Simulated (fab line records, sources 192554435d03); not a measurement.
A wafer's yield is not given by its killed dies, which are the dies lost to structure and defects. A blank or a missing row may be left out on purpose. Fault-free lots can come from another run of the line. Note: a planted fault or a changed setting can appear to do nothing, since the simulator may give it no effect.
fab line records -- flow n5_finfet
record: lots: 7, wafers: 39
route steps=1938 shown BEOL_M9@1446 BEOL_M11@1592 BEOL_M13@1705 MIM_BOT@1833
start_h: start of the lot's first displayed wafer, in hours after the record's first day -- wait_h: hours from the lot's prior step to this one -- " unchanged from the row above -- L1.1+2: a single row standing in for several wafers -- - no value, or no start given -- * or withheld: withheld -- < > ~ a bound
route shown NAME@n: a module of which the file shows steps, and the number in the route of the first -- usual: the fault-free wafers' mean and standard deviation -- same: alike in all rows -- chamber/n: place in a boat -- sites: readings site by site -- _std_site: the values' standard deviation -- _edge_site: mean of outer sites minus mean of inner sites -- radius_mm: how far each site lies from the wafer's centre -- mask NAME#n: copy n -- behind: the last tool/chamber to shape the wafer -- hold: reason for holding the lot/hours on hold/outcome of the hold -- device: which transistor (n, p or np) failed to switch -- end of line: the route-end tests of the same wafers -- a step given without rows: its recipe and nothing more -- killed: count of dies lost to structure and defects at first sort (not the wafer's yield) -- map: a wafer's dies, marking killed ones x, the rest . and places with no die _
set.NAME: setting as actually run; set.NAME@STEP: the setting as run at that earlier step -- model.NAME: the simulator's own value behind a step, which no gauge read
lots whose settings were changed on purpose; a table a step, a row a wafer
== steps ==
step: N5_BEOL_M9_TRENCH_ETCH_37
recipe: chemistry: C4F6/O2, target_depth_a: 1514.3, target: SiCOH_lowk, time_s: 49, ion_energy_ev: 250, pressure_mtorr: 30, source_w: 345, bias_w: 185, Ar_flow_sccm: 300, C4F6_flow_sccm: 10, O2_flow_sccm: 10
lot.wafer,tool,chamber,start_h,wait_h,set.time_s,model.etch.depth_nm,model.BEOL_M9.feature_depth_nm,model.TiN_of_BEOL_M9_HM_DEP_02.thk_nm
L077.1,rie_diel-03,0,-,-,62.05,193.3,193.4,14.6
L077.2,rie_diel-03,1,-,-,49,152.4,152.4,15.4
L077.3,rie_diel-03,2,-,-,62.05,192.9,192.8,14.6
L077.4,rie_diel-03,2,-,-,49,150.6,150.6,15.6
L077.5,rie_diel-03,1,-,-,62.05,192.2,192.2,14.6
L077.6,rie_diel-03,0,-,-,49,154.6,154.6,15.8
L076.1,rie_diel-04,2,-,-,73.4,228.4,228.4,13.6
L076.2,rie_diel-04,3,-,-,49,151.4,151.4,16.2
L076.3,rie_diel-04,1,-,-,73.4,213.2,213.2,14
L076.4,rie_diel-04,0,-,-,49,151.1,151.2,16
L076.5,rie_diel-04,3,-,-,73.4,226.1,226,14
L076.6,rie_diel-04,2,-,-,49,152.5,152.4,15.6
L079.1,rie_diel-06,0,-,-,49,148.3,148.4,16.6
L079.2,rie_diel-06,2,-,-,49,148.9,148.8,16
L079.3,rie_diel-06,1,-,-,49,151.4,151.4,15.8
L079.4,rie_diel-06,3,-,-,49,149.2,149.2,16.2
L079.5,rie_diel-06,3,-,-,49,149.7,149.8,16.2
L079.6,rie_diel-06,0,-,-,49,147.8,147.8,16
L078.1,rie_diel-06,2,-,-,20.62,62.73,62.8,18.6
L078.2,rie_diel-06,3,-,-,20.62,62.64,62.6,18.6
L078.3,rie_diel-06,0,-,-,49,148.3,148.2,16.4
L078.4,rie_diel-06,1,-,-,20.62,63.88,63.8,18.6
L078.5,rie_diel-06,3,-,-,49,149.3,149.4,16
L078.6,rie_diel-06,0,-,-,49,148.3,148.2,16
L082.1,rie_diel-06,2,-,-,49,152.8,152.8,15.6
L082.4,rie_diel-06,2,-,-,49,152.8,152.8,15.8
L082.6,rie_diel-06,3,-,-,49,150.5,150.6,16
L087.1,rie_diel-03,0,-,-,49,155.2,155.2,16
L087.2,rie_diel-03,2,-,-,49,152.8,152.8,16
L087.3,rie_diel-03,3,-,-,49,152.4,152.4,16
L087.4,rie_diel-03,1,-,-,49,151.6,151.6,15.8
L087.5,rie_diel-03,2,-,-,49,151.9,152,16
L087.6,rie_diel-03,3,-,-,49,153.1,153,16
L096.1,rie_diel-06,2,-,-,49,152.1,152.2,16.2
L096.2,rie_diel-06,0,-,-,49,157.9,157.8,15.8
L096.3,rie_diel-06,3,-,-,49,149.9,150,16.4
L096.4+5,rie_diel-06,1,-,-,49,153.2,153.2,16.2
L096.6,rie_diel-06,2,-,-,49,154,154,16.2
step: N5_BEOL_M9_ETCH_41
recipe: chemistry: CH3F/O2, target: SiCN, target_depth_a: 366, taper_deg: 2, time_s: 70.1, ion_energy_ev: 120, mask_material: TiN, pressure_mtorr: 30, source_w: 395, bias_w: 75, Ar_flow_sccm: 150, CH3F_flow_sccm: 30, O2_flow_sccm: 20
step: N5_BEOL_M9_STRIP_80
recipe: chemistry: N2/H2, time_s: 10, power_w: 450, temp_c: 40, pressure_mtorr: 20, rf_frequency_hz: 6e+07, bias_power_w: 7, n2_flow_sccm: 200, h2_flow_sccm: 200
step: N5_BEOL_M9_OCD_MEAS_38
usual: trench_depth_nm: 151.3/3
lot.wafer,tool,chamber,start_h,wait_h,set.time_s@BEOL_M9_TRENCH_ETCH_37,trench_depth_nm
L077.1,ocd-01,-,225.36,-,62.05,193.2
L077.2,ocd-01,-,225.36,-,49,152.4
L077.3,ocd-01,-,225.36,-,62.05,193.3
L077.4,ocd-01,-,225.36,-,49,150.4
L077.5,ocd-01,-,225.36,-,62.05,192.0
L077.6,ocd-01,-,225.36,-,49,153.9
L076.1,ocd-02,-,227.64,-,73.4,228.5
L076.2,ocd-02,-,227.64,-,49,151.1
L076.3,ocd-02,-,227.64,-,73.4,213.2
L076.4,ocd-02,-,227.64,-,49,151.0
L076.5,ocd-02,-,227.64,-,73.4,226.0
L076.6,ocd-02,-,227.64,-,49,152.1
L079.1,ocd-02,-,231.33,-,49,148.3
L079.2,ocd-02,-,231.33,-,49,149.3
L079.3,ocd-02,-,231.33,-,49,151.3
L079.4,ocd-02,-,231.33,-,49,148.8
L079.5,ocd-02,-,231.33,-,49,149.9
L079.6,ocd-02,-,231.33,-,49,148.3
L078.1,ocd-01,-,238.74,-,20.62,63.3
L078.2,ocd-01,-,238.74,-,20.62,62.2
L078.3,ocd-01,-,238.74,-,49,148.4
L078.4,ocd-01,-,238.74,-,20.62,63.8
L078.5,ocd-01,-,238.74,-,49,148.8
L078.6,ocd-01,-,238.74,-,49,148.4
L082.1,ocd-02,-,263.63,-,49,152.7
L082.4,ocd-02,-,263.63,-,49,153.0
L082.6,ocd-02,-,263.63,-,49,150.3
L087.1,ocd-01,-,305.90,-,49,155.3
L087.2,ocd-01,-,305.90,-,49,152.7
L087.3,ocd-01,-,305.90,-,49,152.2
L087.4,ocd-01,-,305.90,-,49,151.3
L087.5,ocd-01,-,305.90,-,49,151.9
L087.6,ocd-01,-,305.90,-,49,153.0
L096.1,ocd-02,-,358.69,-,49,151.9
L096.2,ocd-02,-,358.69,-,49,157.7
L096.3,ocd-02,-,358.69,-,49,150.3
L096.4,ocd-02,-,358.69,-,49,153.4
L096.5,ocd-02,-,358.69,-,49,153.2
L096.6,ocd-02,-,358.69,-,49,153.8
step: N5_BEOL_M9_HM_STRIP_39
recipe: chemistry: peroxide_tin_strip, material: TiN, target_depth_a: 250, temp_c: 50, time_s: 158
step: N5_BEOL_M9_SRD_40
recipe: time_s: 30, temp_c: 23, rinse_liquid: diw, dry: ipa_marangoni
step: N5_BEOL_M9_ECD_50
recipe: material: Cu, target_thk_a: 3180
step: N5_BEOL_M9_ANNEAL_51
recipe: temp_c: 225, time_s: 90, ambient: N2
step: N5_BEOL_M9_CMP_52
recipe: stop_on: SiCOH_lowk, t_overpolish_s: 7, down_force_psi: 1, platen_rpm: 50, clearing_platen_down_force_psi: 1.5, clearing_platen_rpm: 50, post_cmp_clean: cu_alkaline, target_thk_nm: 140, clearing_platen_pad_velocity_m_s: 0.99484, pad_velocity_m_s: 0.99484
lot.wafer,tool,chamber,start_h,wait_h,set.time_s@BEOL_M9_TRENCH_ETCH_37,model.Cu_of_BEOL_M9_ECD_50.thk_nm
L077.2,cmp-02,1,227.29,0.2,49,140
L077.4,cmp-02,2,227.29,0.2,49,138.8
L077.1,cmp-02,3,227.29,0.2,62.05,179.2
L077.3,cmp-02,0,227.29,0.2,62.05,180.4
L077.6,cmp-02,1,227.29,0.2,49,141.8
L077.5,cmp-02,2,227.29,0.2,62.05,182.4
L076.1,cmp-02,1,230.35,0.3,73.4,217.4
L076.2,cmp-02,2,230.35,0.3,49,142.4
L076.4,cmp-02,3,230.35,0.3,49,138.6
L076.3,cmp-02,0,230.35,0.3,73.4,203
L076.6,cmp-02,1,230.35,0.3,49,140.6
L076.5,cmp-02,2,230.35,0.3,73.4,216.2
L079.4+2,cmp-03,"2,0",234.29,0.1,49,138
L079.3,cmp-03,3,234.29,0.1,49,141.6
L079.1,cmp-03,1,234.29,0.1,49,135
L079.5,cmp-03,2,234.29,0.1,49,139.2
L079.6,cmp-03,3,234.29,0.1,49,137.8
L078.2,cmp-01,3,240.91,0.2,20.62,50.6
L078.1,cmp-01,0,240.91,0.2,20.62,52.2
L078.3,cmp-01,1,240.91,0.2,49,136.6
L078.4,cmp-01,2,240.91,0.2,20.62,51.4
L078.6,cmp-01,3,240.91,0.2,49,138.2
L078.5,cmp-01,0,240.91,0.2,49,138.4
L082.1,cmp-03,0,265.62,0.3,49,142.2
L082.4,cmp-03,1,265.62,0.3,49,141
L082.6,cmp-03,0,265.62,0.3,49,139.6
L087.4,cmp-02,3,308.06,0.1,49,136.8
L087.3,cmp-02,0,308.06,0.1,49,140.2
L087.2,cmp-02,1,308.06,0.1,49,139
L087.1,cmp-02,2,308.06,0.1,49,143.8
L087.5,cmp-02,3,308.06,0.1,49,137.2
L087.6,cmp-02,0,308.06,0.1,49,141.8
L096.4,cmp-02,3,360.83,0.3,49,139.8
L096.1,cmp-02,0,360.83,0.3,49,141.4
L096.3,cmp-02,1,360.83,0.3,49,138
L096.2,cmp-02,2,360.83,0.3,49,148.2
L096.6,cmp-02,3,360.83,0.3,49,142.2
L096.5,cmp-02,0,360.83,0.3,49,142.4
step: N5_BEOL_M9_THK_MEAS_53
recipe: thk_meas_gauge: xrf, reads: Cu_of_BEOL_M9_ECD_50
usual: M9_THK: 141/3.2
lot.wafer,tool,chamber,start_h,wait_h,set.time_s@BEOL_M9_TRENCH_ETCH_37,M9_THK[nm]
L077.1,film_metro-02,-,227.58,-,62.05,182
L077.2,film_metro-02,-,227.58,-,49,142
L077.3,film_metro-02,-,227.58,-,62.05,184
L077.4,film_metro-02,-,227.58,-,49,141
L077.5,film_metro-02,-,227.58,-,62.05,185
L077.6,film_metro-02,-,227.58,-,49,144
L076.1,film_metro-02,-,230.64,-,73.4,221
L076.2,film_metro-02,-,230.64,-,49,145
L076.3,film_metro-02,-,230.64,-,73.4,206
L076.4,film_metro-02,-,230.64,-,49,141
L076.5,film_metro-02,-,230.64,-,73.4,219
L076.6,film_metro-02,-,230.64,-,49,143
L079.1,film_metro-01,-,234.58,-,49,137
L079.2,film_metro-01,-,234.58,-,49,139
L079.3,film_metro-01,-,234.58,-,49,143
L079.4,film_metro-01,-,234.58,-,49,139
L079.5,film_metro-01,-,234.58,-,49,141
L079.6,film_metro-01,-,234.58,-,49,139
L078.1,film_metro-01,-,241.20,-,20.62,53
L078.2,film_metro-01,-,241.20,-,20.62,51
L078.3,film_metro-01,-,241.20,-,49,139
L078.4,film_metro-01,-,241.20,-,20.62,52
L078.5,film_metro-01,-,241.20,-,49,140
L078.6,film_metro-01,-,241.20,-,49,140
L082.1,film_metro-02,-,265.88,-,49,143
L082.4,film_metro-02,-,265.88,-,49,142
L082.6,film_metro-02,-,265.88,-,49,140
L087.1,film_metro-02,-,308.35,-,49,147
L087.2,film_metro-02,-,308.35,-,49,142
L087.3,film_metro-02,-,308.35,-,49,143
L087.4,film_metro-02,-,308.35,-,49,139
L087.5,film_metro-02,-,308.35,-,49,140
L087.6,film_metro-02,-,308.35,-,49,145
L096.1,film_metro-02,-,361.13,-,49,142
L096.2,film_metro-02,-,361.13,-,49,149
L096.3,film_metro-02,-,361.13,-,49,139
L096.4,film_metro-02,-,361.13,-,49,140
L096.5,film_metro-02,-,361.13,-,49,143
L096.6,film_metro-02,-,361.13,-,49,143
step: N5_BEOL_M9_PRE_CLEAN_55
recipe: gas: NH3, time_s: 15, temp_c: withheld, rf_power_w: 300
step: N5_BEOL_M9_DEP_56
recipe: material: SiCN, target_thk_a: 150, temp_c: withheld, precursor: 3MS/NH3, pressure_torr: 3, rf_w: 202, time_s: 26.5
step: N5_BEOL_M9_RS_MEAS_57
recipe: thk_meas_gauge: four-point-probe, reads: Cu_of_BEOL_M9_ECD_50+Co_of_BEOL_M9_CVD_78+TaN_of_BEOL_M9_ALD_74
usual: M9_RS: 0.151/0.0037
lot.wafer,tool,chamber,start_h,wait_h,set.time_s@BEOL_M9_TRENCH_ETCH_37,M9_RS[ohm/sq]
L077.1,film_metro-02,-,227.75,0.1,62.05,0.115
L077.2,film_metro-02,-,227.75,0.1,49,0.151
L077.3,film_metro-02,-,227.75,0.1,62.05,0.115
L077.4,film_metro-02,-,227.75,0.1,49,0.152
L077.5,film_metro-02,-,227.75,0.1,62.05,0.113
L077.6,film_metro-02,-,227.75,0.1,49,0.149
L076.1,film_metro-01,-,230.78,0.1,73.4,0.094
L076.2,film_metro-01,-,230.78,0.1,49,0.149
L076.3,film_metro-01,-,230.78,0.1,73.4,0.101
L076.4,film_metro-01,-,230.78,0.1,49,0.153
L076.5,film_metro-01,-,230.78,0.1,73.4,0.094
L076.6,film_metro-01,-,230.78,0.1,49,0.150
L079.1,film_metro-02,-,234.72,0.1,49,0.157
L079.2,film_metro-02,-,234.72,0.1,49,0.153
L079.3,film_metro-02,-,234.72,0.1,49,0.149
L079.4,film_metro-02,-,234.72,0.1,49,0.153
L079.5,film_metro-02,-,234.72,0.1,49,0.152
L079.6,film_metro-02,-,234.72,0.1,49,0.153
L078.1,film_metro-01,-,241.34,0.1,20.62,0.479
L078.2,film_metro-01,-,241.34,0.1,20.62,0.497
L078.3,film_metro-01,-,241.34,0.1,49,0.155
L078.4,film_metro-01,-,241.34,0.1,20.62,0.487
L078.5,film_metro-01,-,241.34,0.1,49,0.153
L078.6,film_metro-01,-,241.34,0.1,49,0.153
L082.1,film_metro-02,-,266.02,0.1,49,0.148
L082.4,film_metro-02,-,266.02,0.1,49,0.150
L082.6,film_metro-02,-,266.02,0.1,49,0.151
L087.1,film_metro-02,-,308.49,0.1,49,0.146
L087.2,film_metro-02,-,308.49,0.1,49,0.152
L087.3,film_metro-02,-,308.49,0.1,49,0.151
L087.4,film_metro-02,-,308.49,0.1,49,0.155
L087.5,film_metro-02,-,308.49,0.1,49,0.154
L087.6,film_metro-02,-,308.49,0.1,49,0.149
L096.1,film_metro-02,-,361.26,0.1,49,0.149
L096.2,film_metro-02,-,361.26,0.1,49,0.142
L096.3,film_metro-02,-,361.26,0.1,49,0.153
L096.4,film_metro-02,-,361.26,0.1,49,0.151
L096.5,film_metro-02,-,361.26,0.1,49,0.148
L096.6,film_metro-02,-,361.26,0.1,49,0.148
step: N5_BEOL_M11_CVD_75
recipe: material: Co, target_thk_a: 20, temp_c: withheld, precursor: CCTBA/H2, pressure_torr: 30, time_s: 138.9
lot.wafer,tool,chamber,start_h,wait_h,set.target_thk_a,model.Co_of_BEOL_M11_CVD_75.thk_nm
L077.1+2,cvd_co-02,"0,2",242.17,0.0,20,2
L077.3+4,cvd_co-02,"1,2",242.17,0.0,25.47,2.4
L077.5,cvd_co-02,0,242.17,0.0,20,2.2
L077.6,cvd_co-02,1,242.17,0.0,25.47,2.6
L076.1+4+5,cvd_co-01,"1,1,2",245.79,0.1,10.93,0.8
L076.2+3+6,cvd_co-01,"2,0,0",245.79,0.1,20,1.8
L079.1+4,cvd_co-02,"1,0",246.38,0.1,20,2
L079.2,cvd_co-02,2,246.38,0.1,20,1.8
L079.3+5+6,cvd_co-02,"0,1,2",246.38,0.1,23.02,2.4
L078.1+5,cvd_co-01,0,256.09,0.1,31.11,3.2
L078.2+4,cvd_co-01,2,256.09,0.1,20,2
L078.3,cvd_co-01,1,256.09,0.1,20,1.8
L078.6,cvd_co-01,1,256.09,0.1,31.11,3
L082.1+4+6,cvd_co-01,"1,0,2",282.47,0.1,20,2
L087.1+4+6,cvd_co-02,"2,2,0",320.42,0.1,20,2
L087.2+3,cvd_co-02,"1,0",320.42,0.1,20,2.2
L087.5,cvd_co-02,1,320.42,0.1,20,1.8
L096.1+2,cvd_co-01,"1,2",376.81,0.3,20,2
L096.3+4,cvd_co-01,0,376.81,0.3,23.56,2.4
L096.5,cvd_co-01,1,376.81,0.3,23.56,2.2
L096.6,cvd_co-01,2,376.81,0.3,20,1.8
step: N5_BEOL_M13_SPUTTER_43
recipe: material: TaN, target_thk_a: 150, temp_c: 50, bias_v: 168.6, power_w: 15000, chamber_pressure_pa: 0.12, time_s: 24.19
lot.wafer,tool,chamber,start_h,wait_h,set.target_thk_a,model.TaN_of_BEOL_M13_SPUTTER_43.thk_nm
L077.1,pvd_sputter-01,-,255.04,0.0,150,15
L077.2+6,pvd_sputter-01,-,255.04,0.0,227.8,22.8
L077.3+4,pvd_sputter-01,-,255.04,0.0,150,14.8
L077.5,pvd_sputter-01,-,255.04,0.0,227.8,23
L076.1+4,pvd_sputter-02,-,255.50,0.0,150,14.8
L076.2,pvd_sputter-02,-,255.50,0.0,223.1,22.4
L076.3,pvd_sputter-02,-,255.50,0.0,150,15
L076.5,pvd_sputter-02,-,255.50,0.0,223.1,22
L076.6,pvd_sputter-02,-,255.50,0.0,223.1,22.2
L079.1,pvd_sputter-03,-,255.60,0.0,150,15.2
L079.2+3+4+5+6,pvd_sputter-03,-,255.60,0.0,150,14.8
L078.1+5,pvd_sputter-03,-,264.58,0.0,185.2,18.6
L078.2,pvd_sputter-03,-,264.58,0.0,185.2,18.2
L078.3+4,pvd_sputter-03,-,264.58,0.0,150,15
L078.6,pvd_sputter-03,-,264.58,0.0,150,14.8
L082.1,pvd_sputter-03,-,296.02,0.0,150,15.2
L082.4,pvd_sputter-03,-,296.02,0.0,150,15
L082.6,pvd_sputter-03,-,296.02,0.0,150,14.8
L087.1,pvd_sputter-02,-,332.76,0.0,150,15
L087.2+3+5,pvd_sputter-02,-,332.76,0.0,150,14.8
L087.4+6,pvd_sputter-02,-,332.76,0.0,150,14.6
L096.1,pvd_sputter-01,-,394.41,0.0,86.47,8.4
L096.2+6,pvd_sputter-01,-,394.41,0.0,150,14.8
L096.3,pvd_sputter-01,-,394.41,0.0,150,14.6
L096.4+5,pvd_sputter-01,-,394.41,0.0,86.47,8.6
step: N5_BEOL_M13_SPUTTER_44
recipe: material: Ta, target_thk_a: 100, temp_c: 50, bias_v: 80, power_w: 15000, chamber_pressure_pa: 0.07, time_s: 16.13
step: N5_BEOL_M13_SPUTTER_45
recipe: material: Cu, target_thk_a: 800, temp_c: -20, bias_v: 60, power_w: 26000, chamber_pressure_pa: 0.13, time_s: 13.33
step: N5_BEOL_M13_ECD_47
recipe: material: Cu, target_thk_a: 9360
step: N5_BEOL_M13_ANNEAL_48
recipe: temp_c: 225, time_s: 90, ambient: N2
step: N5_BEOL_M13_CMP_49
recipe: stop_on: SiOC, t_overpolish_s: 17.1, down_force_psi: 1, platen_rpm: 50, clearing_platen_down_force_psi: 1.5, clearing_platen_rpm: 50, post_cmp_clean: cu_alkaline, target_thk_nm: 420, clearing_platen_pad_velocity_m_s: 0.99484, pad_velocity_m_s: 0.99484
usual: barrier_field_endpoint_s: 30.4/0.82
lot.wafer,tool,chamber,start_h,wait_h,set.target_thk_a@BEOL_M13_SPUTTER_43,barrier_field_endpoint_s
L077.3,cmp-01,0,255.86,0.2,150,31.3
L077.4,cmp-01,1,255.86,0.2,150,29.7
L077.2,cmp-01,2,255.86,0.2,227.8,38.8
L077.1,cmp-01,3,255.86,0.2,150,30.3
L077.5,cmp-01,0,255.86,0.2,227.8,41.2
L077.6,cmp-01,1,255.86,0.2,227.8,39.0
L076.4,cmp-03,0,256.24,0.1,150,30.3
L076.3,cmp-03,1,256.24,0.1,150,29.5
L076.1,cmp-03,2,256.24,0.1,150,30.9
L076.2,cmp-03,3,256.24,0.1,223.1,39.7
L076.6,cmp-03,0,256.24,0.1,223.1,40.5
L076.5,cmp-03,1,256.24,0.1,223.1,37.8
L079.3,cmp-01,0,256.36,0.2,150,30.7
L079.2,cmp-01,1,256.36,0.2,150,29.8
L079.1,cmp-01,2,256.36,0.2,150,30.0
L079.4,cmp-01,3,256.36,0.2,150,29.8
L079.5,cmp-01,0,256.36,0.2,150,30.0
L079.6,cmp-01,1,256.36,0.2,150,29.1
L078.3,cmp-03,0,265.32,0.2,150,30.5
L078.4,cmp-03,1,265.32,0.2,150,30.5
L078.2,cmp-03,2,265.32,0.2,185.2,34.8
L078.1,cmp-03,3,265.32,0.2,185.2,35.6
L078.5,cmp-03,0,265.32,0.2,185.2,35.0
L078.6,cmp-03,1,265.32,0.2,150,29.6
L082.4,cmp-02,1,296.80,0.1,150,30.4
L082.1,cmp-02,2,296.80,0.1,150,32.0
L082.6,cmp-02,1,296.80,0.1,150,30.3
L087.3,cmp-02,1,333.50,0.2,150,29.9
L087.4,cmp-02,2,333.50,0.2,150,30.7
L087.2,cmp-02,3,333.50,0.2,150,28.3
L087.1,cmp-02,0,333.50,0.2,150,30.4
L087.5,cmp-02,1,333.50,0.2,150,29.0
L087.6,cmp-02,2,333.50,0.2,150,30.8
L096.2,cmp-02,3,395.53,0.2,150,28.2
L096.4,cmp-02,0,395.53,0.2,86.47,22.3
L096.3,cmp-02,1,395.53,0.2,150,29.2
L096.1,cmp-02,2,395.53,0.2,86.47,23.2
L096.6,cmp-02,3,395.53,0.2,150,29.6
L096.5,cmp-02,0,395.53,0.2,86.47,21.6
step: N5_MIM_BOT_SPUTTER_00
recipe: material: TiN, target_thk_a: 350, temp_c: 200, power_w: 3000, chamber_pressure_pa: 0.49996, gas: Ar, reactive_partial_pa: 0.37997, time_s: 89.7
lot.wafer,tool,chamber,start_h,wait_h,set.target_thk_a,model.TiN_of_MIM_BOT_SPUTTER_00.thk_nm
L077.1+4,pvd_sputter-01,-,270.00,0.0,350,35.8
L077.2,pvd_sputter-01,-,270.00,0.0,350,36.2
L077.3+5,pvd_sputter-01,-,270.00,0.0,350,35.6
L077.6,pvd_sputter-01,-,270.00,0.0,350,36
L076.1,pvd_sputter-01,-,277.05,0.0,196.4,19.4
L076.2,pvd_sputter-01,-,277.05,0.0,196.4,19.6
L076.3,pvd_sputter-01,-,277.05,0.0,350,35.4
L076.4,pvd_sputter-01,-,277.05,0.0,196.4,19.8
L076.5,pvd_sputter-01,-,277.05,0.0,350,35
L076.6,pvd_sputter-01,-,277.05,0.0,350,34.8
L079.1,pvd_sputter-02,-,277.19,0.0,350,35.4
L079.2,pvd_sputter-02,-,277.19,0.0,350,34.8
L079.3,pvd_sputter-02,-,277.19,0.0,242.2,24.8
L079.4,pvd_sputter-02,-,277.19,0.0,242.2,24.4
L079.5,pvd_sputter-02,-,277.19,0.0,242.2,23.8
L079.6,pvd_sputter-02,-,277.19,0.0,350,35.6
L078.1+3,pvd_sputter-03,-,281.09,0.0,350,34.6
L078.2+4,pvd_sputter-03,-,281.09,0.0,350,35.2
L078.5,pvd_sputter-03,-,281.09,0.0,350,35
L078.6,pvd_sputter-03,-,281.09,0.0,350,34.8
L082.1+4,pvd_sputter-01,-,315.38,0.0,350,35.2
L082.6,pvd_sputter-01,-,315.38,0.0,350,34.8
L087.1,pvd_sputter-01,-,345.40,0.0,528.1,53.2
L087.2,pvd_sputter-01,-,345.40,0.0,528.1,53.6
L087.3,pvd_sputter-01,-,345.40,0.0,350,35.6
L087.4,pvd_sputter-01,-,345.40,0.0,350,36
L087.5,pvd_sputter-01,-,345.40,0.0,350,35.8
L087.6,pvd_sputter-01,-,345.40,0.0,528.1,53
L096.1,pvd_sputter-02,-,410.21,0.0,350,34.6
L096.2+5,pvd_sputter-02,-,410.21,0.0,414.3,41
L096.3,pvd_sputter-02,-,410.21,0.0,414.3,41.4
L096.4+6,pvd_sputter-02,-,410.21,0.0,350,35
== key ==
split: step: N5_BEOL_M9_TRENCH_ETCH_37, setting: time_s, stated: 49, by: wafer
response: step: N5_BEOL_M9_TRENCH_ETCH_37, reading: model.etch.depth_nm, change: +1.46, per: 1%, r: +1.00
response: step: N5_BEOL_M9_TRENCH_ETCH_37, reading: model.BEOL_M9.feature_depth_nm, change: +1.46, per: 1%, r: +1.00
response: step: N5_BEOL_M9_TRENCH_ETCH_37, reading: model.TiN_of_BEOL_M9_HM_DEP_02.thk_nm, change: -0.0416, per: 1%, r: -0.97
response: step: N5_BEOL_M9_OCD_MEAS_38, reading: trench_depth_nm, change: +1.46, per: 1%, r: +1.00
response: step: N5_BEOL_M9_CMP_52, reading: model.Cu_of_BEOL_M9_ECD_50.thk_nm, change: +1.47, per: 1%, r: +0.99
response: step: N5_BEOL_M9_THK_MEAS_53, reading: M9_THK, change: +1.49, per: 1%, r: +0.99
response: step: N5_BEOL_M9_RS_MEAS_57, reading: M9_RS, shape: bent, at_lowest: 0.488, at_stated: 0.151, at_highest: 0.096
split: step: N5_BEOL_M11_CVD_75, setting: target_thk_a, stated: 20, by: wafer
response: step: N5_BEOL_M11_CVD_75, reading: model.Co_of_BEOL_M11_CVD_75.thk_nm, change: +0.0213, per: 1%, r: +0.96
split: step: N5_BEOL_M13_SPUTTER_43, setting: target_thk_a, stated: 150, by: wafer
response: step: N5_BEOL_M13_SPUTTER_43, reading: model.TaN_of_BEOL_M13_SPUTTER_43.thk_nm, change: +0.151, per: 1%, r: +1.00
response: step: N5_BEOL_M13_CMP_49, reading: barrier_field_endpoint_s, change: +0.178, per: 1%, r: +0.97
split: step: N5_MIM_BOT_SPUTTER_00, setting: target_thk_a, stated: 350, by: wafer
response: step: N5_MIM_BOT_SPUTTER_00, reading: model.TiN_of_MIM_BOT_SPUTTER_00.thk_nm, change: +0.348, per: 1%, r: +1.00
